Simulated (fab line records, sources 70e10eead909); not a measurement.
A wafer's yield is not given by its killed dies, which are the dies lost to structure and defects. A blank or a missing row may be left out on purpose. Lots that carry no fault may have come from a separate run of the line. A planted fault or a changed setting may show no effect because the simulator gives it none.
Which tool was responsible? | flow nand_harc | 33 wafers from 11 lots sampled at 4 of the route's 1159 steps

== WHAT EACH GAUGE READ, for each wafer ==
NHARC_P_M2_THK_MEAS_24: measures by xrf.
lot  | measured     | on            | thk_nm (nm)
L363 | day 6 20:50  | film_metro-02 | 143.6 143.7 143.5
L365 | day 7 06:29  | film_metro-01 | 144.7 141.1 146.1
L367 | day 7 15:04  | film_metro-01 | 143.2 141.1 145.7
L371 | day 8 10:55  | film_metro-02 | 147.5 141.3 147.4
L377 | day 10 09:07 | film_metro-01 | 144.5 143.3 145.4
L378 | day 10 09:51 | film_metro-01 | 145.4 144.7 145.4
L380 | day 10 14:18 | film_metro-01 | 142.8 145.5 143.4
L381 | day 10 18:11 | film_metro-01 | 144.0 144.6 143.7
L385 | day 11 12:32 | film_metro-02 | 143.0 144.9 142.9
L383 | day 11 14:05 | film_metro-02 | 144.1 141.3 145.8
L386 | day 12 03:02 | film_metro-01 | 145.7 144.2 146.0

== EACH LOT AND THE TOOL THAT RAN IT (in order: tool; ch and the chambers of the sampled wafers; start) ==
lot  | NHARC_P_M2_ETCH_35                 | NHARC_P_M2_ETCH_28                 | NHARC_P_M2_CMP_23
L363 | rie_diel-05 ch 0,1,3, day 6 18:27  | rie_diel-09 ch 0,3, day 6 18:59    | cmp-03 ch 1,2,3, day 6 20:34
L365 | rie_diel-05 ch 1,2, day 7 04:08    | rie_diel-05 ch 0,1, day 7 04:40    | cmp-03 ch 1,2,3, day 7 06:11
L367 | rie_diel-05 ch 0,1,3, day 7 12:27  | rie_diel-05 ch 0,1,3, day 7 13:06  | cmp-04 ch 2,3, day 7 14:47
L371 | rie_diel-01 ch 0,2,3, day 8 08:28  | rie_diel-09 ch 0,1,3, day 8 09:00  | cmp-02 ch 0,2,3, day 8 10:40
L377 | rie_diel-05 ch 1,2, day 10 06:43   | rie_diel-05 ch 0,1,2, day 10 07:16 | cmp-02 ch 1,2,3, day 10 08:48
L378 | rie_diel-01 ch 0,1, day 10 07:20   | rie_diel-05 ch 0,2, day 10 07:52   | cmp-02 ch 0,1, day 10 09:32
L380 | rie_diel-05 ch 2,3, day 10 11:28   | rie_diel-01 ch 0,1,2, day 10 12:01 | cmp-04 ch 1,2, day 10 13:59
L381 | rie_diel-05 ch 0,2,3, day 10 15:48 | rie_diel-05 ch 0,1,3, day 10 16:21 | cmp-03 ch 0,1,2, day 10 17:53
L385 | rie_diel-05 ch 0,1,2, day 11 10:12 | rie_diel-05 ch 0,2,3, day 11 10:45 | cmp-04 ch 0,3, day 11 12:13
L383 | rie_diel-05 ch 0,2,3, day 11 11:40 | rie_diel-05 ch 1,2,3, day 11 12:12 | cmp-03 ch 1,2, day 11 13:46
L386 | rie_diel-05 ch 1,3, day 12 00:43   | rie_diel-05 ch 1,2,3, day 12 01:16 | cmp-04 ch 0,1,2, day 12 02:45
- NHARC_P_M2_ETCH_35: etches the open film in N2/H2, target depth 40 nm, overetch 12 nm, time 43.94 s.
- NHARC_P_M2_ETCH_28: etches the open film in CF4/N2, target depth 30 nm, time 72.99 s.
- NHARC_P_M2_CMP_23: polishes, t overpolish 20 s, target thk 144.3 nm.

== THE ANSWER, worked out from the rows above alone ==
Rule: usual is defined by the lots themselves. The widest of any qualifying gaps counts: lots, ordered by their means at a reading, are off when they make up no more than a third of the lots, leave a main group of 4 or more, and stand apart from it by 3 or more times the standard deviation of that group's means. A main group whose means are all the same, to the digits that the tables above print for the reading, isn't used. Also off: a lot with no number at a reading for which 4 or more lots have one. Any other lot the step has rows for is counted as sound.
No lot is off on any of the readings shown, so nothing can be concluded from this.

== WHAT THE SIMULATOR HAD INSERTED ==
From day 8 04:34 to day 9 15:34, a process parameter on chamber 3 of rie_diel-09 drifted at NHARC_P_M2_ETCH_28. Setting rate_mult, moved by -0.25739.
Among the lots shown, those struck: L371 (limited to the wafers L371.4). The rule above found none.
